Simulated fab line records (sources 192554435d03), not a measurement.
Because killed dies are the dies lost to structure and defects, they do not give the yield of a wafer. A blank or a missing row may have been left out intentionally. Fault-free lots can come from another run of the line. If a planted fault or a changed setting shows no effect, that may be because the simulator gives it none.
Which tool was responsible? / flow n5-finfet / Sampling: 12 lots, 36 wafers, 5 of 1938 route steps

== WHAT THE GAUGES SHOWED, per wafer ==
N5_BEOL_M6_THK_MEAS_01.
lot=L075; measured=day 8 23:01; on=film-metro-02; M6_ILD_THK (nm)=155.5 154.0 159.3
lot=L077; measured=day 9 09:14; on=film-metro-01; M6_ILD_THK (nm)=154.7 155.6 157.0
lot=L079; measured=day 9 18:32; on=film-metro-02; M6_ILD_THK (nm)=160.5 158.8 155.8
lot=L082; measured=day 10 10:22; on=film-metro-01; M6_ILD_THK (nm)=154.7 156.0 157.3
lot=L083; measured=day 10 13:45; on=film-metro-01; M6_ILD_THK (nm)=156.2 153.2 156.8
lot=L085; measured=day 11 07:10; on=film-metro-02; M6_ILD_THK (nm)=154.1 154.3 158.5
lot=L088; measured=day 11 16:50; on=film-metro-02; M6_ILD_THK (nm)=153.9 152.9 154.1
lot=L089; measured=day 12 13:28; on=film-metro-02; M6_ILD_THK (nm)=154.8 156.9 156.9
lot=L091; measured=day 12 21:28; on=film-metro-01; M6_ILD_THK (nm)=156.5 158.1 159.7
lot=L092; measured=day 13 01:35; on=film-metro-01; M6_ILD_THK (nm)=155.5 154.3 155.5
lot=L095; measured=day 13 15:04; on=film-metro-01; M6_ILD_THK (nm)=155.3 156.3 158.4
lot=L096; measured=day 14 05:40; on=film-metro-01; M6_ILD_THK (nm)=154.8 153.2 159.6

== TOOL THAT RAN EACH LOT (tool first, then ch and the chambers of the sampled wafers, then the start) ==
lot=L075; N5_BEOL_M5_HM_OPEN_17=rie-metal-03 ch 0,1, day 8 12:58; N5_BEOL_M5_ETCH_41=rie-diel-06 ch 0,2,3, day 8 20:13 or earlier; N5_BEOL_M5_SPUTTER_88=pvd-sputter-01, day 8 20:13; N5_BEOL_M5_DEP_56=pecvd-04 ch 1,2, day 8 22:17
lot=L077; N5_BEOL_M5_HM_OPEN_17=rie-metal-01 ch 0,1, day 8 18:49; N5_BEOL_M5_ETCH_41=rie-diel-05 ch 0,2,3, day 9 06:27 or earlier; N5_BEOL_M5_SPUTTER_88=pvd-sputter-03, day 9 06:27; N5_BEOL_M5_DEP_56=pecvd-04 ch 0,2, day 9 08:32
lot=L079; N5_BEOL_M5_HM_OPEN_17=rie-metal-02 ch 0,1, day 9 09:18; N5_BEOL_M5_ETCH_41=rie-diel-03 ch 1,2, day 9 15:44 or earlier; N5_BEOL_M5_SPUTTER_88=pvd-sputter-02, day 9 15:44; N5_BEOL_M5_DEP_56=pecvd-04 ch 0,1,2, day 9 17:50
lot=L082; N5_BEOL_M5_HM_OPEN_17=rie-metal-01 ch 0,1, day 10 00:33; N5_BEOL_M5_ETCH_41=rie-diel-05 ch 0,1,2, day 10 07:33 or earlier; N5_BEOL_M5_SPUTTER_88=pvd-sputter-02, day 10 07:33; N5_BEOL_M5_DEP_56=pecvd-02 ch 1,2, day 10 09:38
lot=L083; N5_BEOL_M5_HM_OPEN_17=rie-metal-02 ch 0,1, day 10 04:46; N5_BEOL_M5_ETCH_41=rie-diel-06 ch 0,1,3, day 10 10:58 or earlier; N5_BEOL_M5_SPUTTER_88=pvd-sputter-03, day 10 10:58; N5_BEOL_M5_DEP_56=pecvd-03 ch 1,2, day 10 13:02
lot=L085; N5_BEOL_M5_HM_OPEN_17=rie-metal-01 ch 0,1, day 10 21:22; N5_BEOL_M5_ETCH_41=rie-diel-05 ch 1,2,3, day 11 03:43 or earlier; N5_BEOL_M5_SPUTTER_88=pvd-sputter-02, day 11 03:43; N5_BEOL_M5_DEP_56=pecvd-04 ch 0,1, day 11 06:28
lot=L088; N5_BEOL_M5_HM_OPEN_17=rie-metal-02 ch 0,1, day 11 07:42; N5_BEOL_M5_ETCH_41=rie-diel-03 ch 0,1,3, day 11 13:47 or earlier; N5_BEOL_M5_SPUTTER_88=pvd-sputter-02, day 11 13:47; N5_BEOL_M5_DEP_56=pecvd-02 ch 0,1,2, day 11 16:07
lot=L089; N5_BEOL_M5_HM_OPEN_17=rie-metal-01 ch 0,1, day 12 03:45; N5_BEOL_M5_ETCH_41=rie-diel-03 ch 0,3, day 12 09:40 or earlier; N5_BEOL_M5_SPUTTER_88=pvd-sputter-02, day 12 09:40; N5_BEOL_M5_DEP_56=pecvd-03 ch 0,1,2, day 12 12:46
lot=L091; N5_BEOL_M5_HM_OPEN_17=rie-metal-02 ch 0,1, day 12 12:19; N5_BEOL_M5_ETCH_41=rie-diel-05 ch 0,1,2, day 12 18:21 or earlier; N5_BEOL_M5_SPUTTER_88=pvd-sputter-02, day 12 18:21; N5_BEOL_M5_DEP_56=pecvd-03 ch 0,2, day 12 20:45
lot=L092; N5_BEOL_M5_HM_OPEN_17=rie-metal-01 ch 0,1, day 12 15:25; N5_BEOL_M5_ETCH_41=rie-diel-05 ch 0,2,3, day 12 22:15 or earlier; N5_BEOL_M5_SPUTTER_88=pvd-sputter-03, day 12 22:15; N5_BEOL_M5_DEP_56=pecvd-02 ch 0,1,2, day 13 00:52
lot=L095; N5_BEOL_M5_HM_OPEN_17=rie-metal-01 ch 0,1, day 13 06:09; N5_BEOL_M5_ETCH_41=rie-diel-06 ch 0,3, day 13 12:04 or earlier; N5_BEOL_M5_SPUTTER_88=pvd-sputter-01, day 13 12:04; N5_BEOL_M5_DEP_56=pecvd-02 ch 0,1,2, day 13 14:10
lot=L096; N5_BEOL_M5_HM_OPEN_17=rie-metal-03 ch 0,1, day 13 19:00; N5_BEOL_M5_ETCH_41=rie-diel-03 ch 0,1,3, day 14 02:53 or earlier; N5_BEOL_M5_SPUTTER_88=pvd-sputter-03, day 14 02:53; N5_BEOL_M5_DEP_56=pecvd-03 ch 0,2, day 14 04:58
- N5_BEOL_M5_HM_OPEN_17: chemistry Cl2/BCl3, target TiN, target depth 20 nm, overetch 6 nm.
- N5_BEOL_M5_ETCH_41: etches SiCN in CH3F/O2, target depth 31.5 nm, time 56.7 s.
- N5_BEOL_M5_SPUTTER_88: material Cu, target thk 15 nm, time 27.62 s.
- N5_BEOL_M5_DEP_56: deposits SiCN from 3MS/NH3, target thk 8 nm, time 14 s.

== THE ANSWER, worked out from the rows above alone ==
Rule: the usual values come from the lots themselves. Put in order of their means at a reading, lots are off if they are a third of the lots or fewer, leave a main group of 4 or more, and stand apart from it by a gap of 3 or more times the standard deviation of the main group's means; of several such gaps the widest counts. If all means in a main group match to the digits the tables above print for the reading, that group is not used. A lot without any number at a reading at which 4 lots or more have one is off too. Any other lot the step has rows for is counted as sound.
Nothing can be told from this: no lot is off at any reading shown.

== WHAT THE SIMULATOR HAD INSERTED ==
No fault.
